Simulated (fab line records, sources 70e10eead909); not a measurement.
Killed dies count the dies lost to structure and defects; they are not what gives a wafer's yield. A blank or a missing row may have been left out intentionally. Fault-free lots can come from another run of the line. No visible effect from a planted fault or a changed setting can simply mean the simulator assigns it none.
Chamber matching || flow nandHarc || NHARC_A_CHANNEL_FILL_D1_ETCHBACK_20 on rieDiel-10: 4 sister chambers
The step etches the open film in C4F8/O2/Ar, target depth 27 nm, time 13.5 s. 4 wafers are shown with their chamber, then 12 later ones without.

## WAFERS PAIRED WITH THEIR CHAMBERS
{"wafer": "L085.1", "chamber": 3, "rfVppV (V)": 984}
{"wafer": "L085.4", "chamber": 2, "rfVppV (V)": 976}
{"wafer": "L087.5", "chamber": 0, "rfVppV (V)": 968}
{"wafer": "L087.6", "chamber": 1, "rfVppV (V)": 988}

## WAFERS WITHOUT THEIR CHAMBER
{"wafer": "L090.1", "rfVppV (V)": 986}
{"wafer": "L090.2", "rfVppV (V)": 984}
{"wafer": "L090.6", "rfVppV (V)": 984}
{"wafer": "L091.2", "rfVppV (V)": 986}
{"wafer": "L091.3", "rfVppV (V)": 970}
{"wafer": "L091.4", "rfVppV (V)": 975}
{"wafer": "L094.1", "rfVppV (V)": 986}
{"wafer": "L094.2", "rfVppV (V)": 975}
{"wafer": "L094.3", "rfVppV (V)": 984}
{"wafer": "L093.3", "rfVppV (V)": 970}
{"wafer": "L093.4", "rfVppV (V)": 974}
{"wafer": "L093.5", "rfVppV (V)": 986}

## WHICH CHAMBER EACH WENT THROUGH
{"wafer": "L090.1", "from the rows above": "can't be placed: 1 or 3", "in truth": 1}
{"wafer": "L090.2", "from the rows above": 3, "in truth": 3}
{"wafer": "L090.6", "from the rows above": 3, "in truth": 3}
{"wafer": "L091.2", "from the rows above": "can't be placed: 1 or 3", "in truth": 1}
{"wafer": "L091.3", "from the rows above": 0, "in truth": 0}
{"wafer": "L091.4", "from the rows above": 2, "in truth": 2}
{"wafer": "L094.1", "from the rows above": "can't be placed: 1 or 3", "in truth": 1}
{"wafer": "L094.2", "from the rows above": 2, "in truth": 2}
{"wafer": "L094.3", "from the rows above": 3, "in truth": 3}
{"wafer": "L093.3", "from the rows above": 0, "in truth": 0}
{"wafer": "L093.4", "from the rows above": 2, "in truth": 2}
{"wafer": "L093.5", "from the rows above": "can't be placed: 1 or 3", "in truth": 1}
Correctly placed: 8 of 12. From these rows, 4 cannot be placed; in 4 the true chamber is one of the candidates. Wrongly placed: 0.
How it was worked out, from the rows above alone: a wafer's distance from a chamber is the root of the sum, over the readings, of the square of ((its reading less the chamber's mean) divided by the reading's scatter). The wafer belongs to the nearest chamber; if the next one is less than 2 further off, it can't be placed. Each chamber's mean is taken over the wafers shown for it. The scatter (one wafer shown for each chamber): square how far every hidden wafer sits from the nearest shown wafer, average those squares and take the square root.
